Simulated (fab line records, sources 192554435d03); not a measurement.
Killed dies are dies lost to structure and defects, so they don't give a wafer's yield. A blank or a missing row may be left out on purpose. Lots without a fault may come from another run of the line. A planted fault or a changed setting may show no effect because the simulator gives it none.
Problem report in the 8D (eight disciplines) form, filled by code | flow n5_finfet | the parts of the form that need people (team, actions taken, sign-off) are left out

1. THE PROBLEM
killed_at_front_end at N5_PASSIVATION_PROBE_49 reads a mean of 96 on 3 wafers of 3 lots; wafers without a fault read 42 with a standard deviation of 11. That is +4.9 standard deviations from the usual mean.
First seen on wafer L593.6, day 14 06:37, on prober-01. The record holds 9 wafers of 3 lots with a number at this step. Rule for "out", or "out of limits": more than 4 standard deviations from the usual mean. The other wafers with a number count as sound.

2. WHAT IT IS AND WHAT IT IS NOT
question                    | is                     | is not
which readings at this step | killed_at_front_end    | killed_at_M0_to_M3, killed_at_M4_up, killed_at_contacts, killed_at_other, killed_open, killed_short
which lots                  | L593, L595, L596       | -
which wafers of those lots  | L593.6, L595.5, L596.4 | L593.3, L593.4, L595.1, L595.3, L596.1, L596.6
read on which tools         | prober-01, prober-02   | -
when                        | from day 14 06:37      | up to then (2 sound wafers); but 4 sound wafers of L595, L596 came after

3. SUSPECTS, AND WHAT RULES EACH OUT
Counting: a tool at a process step up to the reading stays a suspect if it ran every lot that is out. Sound lots after the first of them don't rule it out here, since some wafers of a struck lot are sound.
- rie_si-06 at N5_SDB_CUT_ETCH_26 (etches Si in HBr/Cl2/O2, target depth 129.6 nm, bt time 20 s, time 51.8 s): kept. It ran every lot that is out, first L593 (day 4 18:53).
- Within rie_si-06 at N5_SDB_CUT_ETCH_26: the wafers that are out ran in chamber 1; their sound lot-mates ran in chambers 0, 2, 3.
Left after counting: rie_si-06 at N5_SDB_CUT_ETCH_26.

4. THE CAUSE (what the simulator had put in)
Chamber particle source: rie_si-06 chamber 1, from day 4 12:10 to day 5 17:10, at N5_SDB_CUT_ETCH_26. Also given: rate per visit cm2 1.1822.
Counting left only this tool.

5. THE CHAIN OF EFFECTS, in route order
Each row: a reading whose mean over the struck wafers that have a number lies more than 3 standard deviations from the usual. Only readings for which the record gives a usual standard deviation are gone through. hours: the time from each lot's start at the first step in this table that gives one to its start at this step, as a median over the lots. sigmas: the change in usual standard deviations.
hours | step                    | reading              | usual  | on struck wafers | change | sigmas
0     | N5_PASSIVATION_PROBE_49 | defect_limited_yield | 91.2 % | 86.5             | -4.7   | -3.1
0     | N5_PASSIVATION_PROBE_49 | killed_at_front_end  | 42     | 96               | +54    | +4.9
0     | N5_PASSIVATION_PROBE_49 | killed_dies          | 103    | 160              | +57    | +3.3
0     | N5_PASSIVATION_PROBE_49 | killed_on_rim        | 14     | 31               | +17    | +3.8
0     | N5_PASSIVATION_PROBE_49 | sort_bin_5_function  | 5.2 %  | 8.1              | +2.9   | +3.0
0     | N5_PASSIVATION_PROBE_49 | sort_n_pass          | 1077   | 1020             | -57    | -3.3
0     | N5_PASSIVATION_PROBE_49 | sort_yield_pct       | 91.2 % | 86.5             | -4.7   | -3.1
The process steps in it:
- N5_PASSIVATION_PROBE_49

6. WHAT WOULD HAVE CAUGHT IT SOONER
In this record the first reading out of limits was taken at day 14 06:37, 234 hours after the fault began at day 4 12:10.
Of the tool readings at N5_SDB_CUT_ETCH_26 for which the record gives a usual standard deviation, none was out on any struck wafer, so an alarm limit of 4 standard deviations on them would not have fired.
All the lots that are out (3) had begun N5_SDB_CUT_ETCH_26 on rie_si-06 by day 14 06:37. A hold on the tool at that time would have spared none of them.
